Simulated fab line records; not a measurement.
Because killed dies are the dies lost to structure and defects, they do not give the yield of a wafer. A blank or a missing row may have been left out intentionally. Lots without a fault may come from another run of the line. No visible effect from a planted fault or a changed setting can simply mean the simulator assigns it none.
Matching of chambers | flow n5 finfet | rie diel-01 running N5_GATE_CUT_HM_OPEN_40: 4 sister chambers
The step chemistry C4F6/O2, target SiO2, target depth 139 nm, time 85.1 s. 22 wafers are shown with their chamber, then 11 later ones without.

== WAFERS, EACH WITH ITS CHAMBER ==
wafer  | chamber | showerhead plenum p Torr (Torr) | throttle valve pct (%) | rf vpp V (V)
L074.4 | 0       | 2.99                            | 21.11                  | 678
L074.5 | 3       | 2.76                            | 20.59                  | 667
L074.6 | 2       | 2.78                            | 20.62                  | 663
L077.1 | 1       | 2.74                            | 20.56                  | 653
L077.2 | 2       | 2.78                            | 20.64                  | 664
L077.5 | 0       | 2.98                            | 21.12                  | 677
L079.2 | 0       | 2.98                            | 21.11                  | 676
L079.4 | 1       | 2.74                            | 20.55                  | 653
L079.5 | 2       | 2.78                            | 20.64                  | 663
L082.2 | 1       | 2.73                            | 20.56                  | 653
L082.3 | 3       | 2.75                            | 20.62                  | 665
L082.6 | 3       | 2.75                            | 20.64                  | 666
L083.3 | 3       | 2.75                            | 20.63                  | 665
L083.4 | 0       | 2.98                            | 21.14                  | 676
L083.5 | 0       | 2.98                            | 21.13                  | 676
L084.4 | 1       | 2.73                            | 20.57                  | 654
L084.5 | 3       | 2.75                            | 20.64                  | 666
L084.6 | 2       | 2.77                            | 20.63                  | 663
L085.2 | 0       | 2.98                            | 21.14                  | 676
L085.4 | 1       | 2.73                            | 20.57                  | 653
L085.5 | 2       | 2.77                            | 20.65                  | 663
L086.1 | 0       | 2.98                            | 21.14                  | 678

SIGNATURES, as means of the wafers listed above
reading                  | chamber 0 | chamber 1 | chamber 2 | chamber 3 | scatter within a chamber
showerhead plenum p Torr | 2.9814    | 2.7340    | 2.7760    | 2.7520    | 0.00475
throttle valve pct       | 21.1271   | 20.5620   | 20.6360   | 20.6240   | 0.0143
rf vpp V                 | 676.71    | 653.20    | 663.20    | 665.80    | 0.739
Rule: distance of a wafer from a chamber = root of the sum over the readings of ((wafer's reading minus chamber's mean) / reading's scatter) squared. If the next closest chamber is less than 2 further off than the closest, the wafer can't be placed; otherwise it belongs to the closest. The scatter: the root of (the sum of the squares of (reading less its chamber's mean) over the shown wafers, divided by (wafers less chambers)).

== WAFERS WITH NO CHAMBER GIVEN ==
wafer  | showerhead plenum p Torr (Torr) | throttle valve pct (%) | rf vpp V (V)
L086.2 | 2.77                            | 20.66                  | 662
L086.6 | 2.98                            | 21.14                  | 677
L093.3 | 2.97                            | 21.14                  | 677
L093.4 | 2.73                            | 20.61                  | 653
L093.6 | 2.74                            | 20.64                  | 666
L094.1 | 2.74                            | 20.65                  | 667
L094.4 | 2.76                            | 20.66                  | 662
L094.6 | 2.97                            | 21.15                  | 677
L095.1 | 2.73                            | 20.59                  | 654
L095.4 | 2.74                            | 20.63                  | 666
L095.5 | 2.72                            | 20.59                  | 652

== EACH ONE'S CHAMBER ==
wafer  | from the rows above     | in truth
L086.2 | 2                       | 2
L086.6 | 0                       | 0
L093.3 | 0                       | 0
L093.4 | 1                       | 1
L093.6 | 3                       | 3
L094.1 | 3                       | 3
L094.4 | can't be placed: 2 or 3 | 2
L094.6 | 0                       | 0
L095.1 | 1                       | 1
L095.4 | 3                       | 3
L095.5 | 1                       | 1
Correct placement for 10 of the 11. These rows do not allow placing 1 (true chamber among the candidates in 1). Wrongly placed: 0.
